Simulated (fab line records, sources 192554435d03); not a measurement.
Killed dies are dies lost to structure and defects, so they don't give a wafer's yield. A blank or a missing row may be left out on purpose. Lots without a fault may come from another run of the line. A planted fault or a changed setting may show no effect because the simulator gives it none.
Chamber matching | flow n5_finfet | N5_STI_FIN_REVEAL_CMP_04 on cmp-03: 4 sister chambers
The step polishes, stops on Si3N4, t overpolish 4 s, target thk 131.83 nm. 20 wafers are shown with their chamber, then 10 later ones without.

WAFERS WITH THEIR CHAMBER
wafer  | chamber | motor_current_A (A) | time_to_endpoint_s (s) | head_pressure_psi (psi)
L077.2 | 0       | 9.1                 | 105                    | 1.995
L077.4 | 3       | 6.8                 | 98                     | 2.002
L077.5 | 0       | 9.1                 | 110                    | 1.995
L078.1 | 0       | 9.5                 | 106                    | 1.995
L078.3 | 2       | 7.5                 | 105                    | 1.992
L078.4 | 3       | 7.1                 | 97                     | 1.999
L081.3 | 3       | 7.0                 | 105                    | 1.999
L081.5 | 0       | 8.8                 | 111                    | 1.998
L081.6 | 1       | 6.9                 | 108                    | 2.006
L083.4 | 1       | 7.0                 | 108                    | 1.999
L083.5 | 2       | 6.7                 | 106                    | 1.998
L083.6 | 1       | 6.6                 | 105                    | 2.001
L084.3 | 3       | 7.2                 | 93                     | 1.999
L084.4 | 1       | 6.9                 | 99                     | 1.996
L084.5 | 3       | 6.9                 | 98                     | 2.004
L088.2 | 0       | 8.8                 | 107                    | 1.993
L088.4 | 1       | 6.9                 | 106                    | 2.005
L088.5 | 2       | 7.4                 | 108                    | 2.002
L090.1 | 0       | 9.0                 | 106                    | 1.996
L090.3 | 1       | 7.2                 | 102                    | 1.994

SIGNATURES (means of the wafers above)
reading            | chamber 0 | chamber 1 | chamber 2 | chamber 3 | scatter within a chamber
motor_current_A    | 9.050     | 6.917     | 7.200     | 7.000     | 0.25
time_to_endpoint_s | 107.50    | 104.67    | 106.33    | 98.20     | 3.28
head_pressure_psi  | 1.99533   | 2.00017   | 1.99733   | 2.00060   | 0.00354
Rule: a wafer's distance from a chamber is the root of the sum, over the readings, of the square of ((its reading less the chamber's mean) divided by the reading's scatter). The wafer belongs to the nearest chamber; if the next one is less than 2 further off, it can't be placed. The scatter: the root of (the sum of the squares of (reading less its chamber's mean) over the shown wafers, divided by (wafers less chambers)).

WAFERS WITHOUT THEIR CHAMBER
wafer  | motor_current_A (A) | time_to_endpoint_s (s) | head_pressure_psi (psi)
L090.5 | 9.3                 | 107                    | 1.996
L092.2 | 7.0                 | 97                     | 1.999
L092.3 | 7.2                 | 102                    | 1.996
L092.6 | 7.4                 | 97                     | 1.994
L094.1 | 7.5                 | 96                     | 2.003
L094.5 | 7.5                 | 100                    | 2.002
L094.6 | 9.2                 | 101                    | 2.002
L096.1 | 9.3                 | 106                    | 1.996
L096.2 | 7.1                 | 105                    | 2.001
L096.5 | 6.9                 | 104                    | 1.999

WHICH CHAMBER EACH WENT THROUGH
wafer  | from the rows above          | in truth
L090.5 | 0                            | 0
L092.2 | can't be placed: 3 or 1      | 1
L092.3 | can't be placed: 2 or 1 or 3 | 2
L092.6 | can't be placed: 3 or 2 or 1 | 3
L094.1 | can't be placed: 3 or 1 or 2 | 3
L094.5 | can't be placed: 3 or 2 or 1 | 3
L094.6 | 0                            | 0
L096.1 | 0                            | 0
L096.2 | can't be placed: 1 or 2 or 3 | 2
L096.5 | can't be placed: 1 or 2 or 3 | 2
Placed correctly: 3 of 10. Can't be placed from these rows: 7 (the true chamber is among the candidates in 7). Placed wrongly: 0.
